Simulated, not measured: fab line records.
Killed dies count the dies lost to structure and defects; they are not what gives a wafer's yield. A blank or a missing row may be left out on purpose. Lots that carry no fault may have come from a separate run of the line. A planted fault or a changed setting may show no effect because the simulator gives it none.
Matching of chambers + flow nand-harc + NHARC_A_CHANNEL_FILL_D1_ETCHBACK_20 on rie-diel-05 has 4 sister chambers
The step etches the open film in C4F8/O2/Ar, target depth 27 nm, time 13.5 s. 14 wafers are shown with their chamber, then 7 later ones without.

EACH WAFER AND ITS CHAMBER
| wafer  | chamber | rf-vpp-V (V) | oes-product-au (a.u.) |
|--------|---------|--------------|-----------------------|
| L725.2 | 1       | 968          | 0.92                  |
| L725.3 | 0       | 986          | 0.94                  |
| L725.6 | 1       | 970          | 0.92                  |
| L727.3 | 0       | 986          | 1.00                  |
| L727.4 | 2       | 981          | 0.99                  |
| L727.5 | 3       | 976          | 0.99                  |
| L731.2 | 1       | 970          | 0.99                  |
| L731.3 | 0       | 988          | 1.00                  |
| L731.4 | 3       | 975          | 0.98                  |
| L732.2 | 0       | 988          | 1.00                  |
| L732.3 | 1       | 970          | 1.00                  |
| L732.5 | 1       | 969          | 0.99                  |
| L733.1 | 1       | 971          | 1.00                  |
| L733.2 | 3       | 975          | 0.98                  |

SIGNATURES (averages over the wafers above)
| reading        | chamber 0 | chamber 1 | chamber 2 | chamber 3 | scatter within a chamber |
|----------------|-----------|-----------|-----------|-----------|--------------------------|
| rf-vpp-V       | 987.00    | 969.67    | 981.00    | 975.33    | 1                        |
| oes-product-au | 0.9850    | 0.9700    | 0.9900    | 0.9833    | 0.0322                   |
Rule: for a wafer and a chamber, the distance is found by dividing, reading by reading, the gap between the wafer's reading and the chamber's mean by the reading's scatter, squaring, summing and taking the root. The wafer belongs to the nearest chamber; if the next one is less than 2 further off, it can't be placed. The scatter is the square root of a quotient: the sum, over the shown wafers, of each reading's squared deviation from its chamber's mean, divided by wafers minus chambers.

WAFERS MISSING THEIR CHAMBER
| wafer  | rf-vpp-V (V) | oes-product-au (a.u.) |
|--------|--------------|-----------------------|
| L733.4 | 980          | 0.99                  |
| L741.1 | 975          | 0.92                  |
| L741.2 | 979          | 0.92                  |
| L741.6 | 976          | 0.92                  |
| L743.1 | 970          | 0.99                  |
| L743.4 | 977          | 0.98                  |
| L743.5 | 979          | 0.99                  |

EACH ONE'S CHAMBER
| wafer  | from the rows above     | in truth |
|--------|-------------------------|----------|
| L733.4 | 2                       | 2        |
| L741.1 | 3                       | 3        |
| L741.2 | can't be placed: 2 or 3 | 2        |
| L741.6 | 3                       | 3        |
| L743.1 | 1                       | 1        |
| L743.4 | 3                       | 3        |
| L743.5 | can't be placed: 2 or 3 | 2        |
Correct placement for 5 of the 7. From these rows, 2 cannot be placed; in 2 the true chamber is one of the candidates. Number placed wrongly: 0.
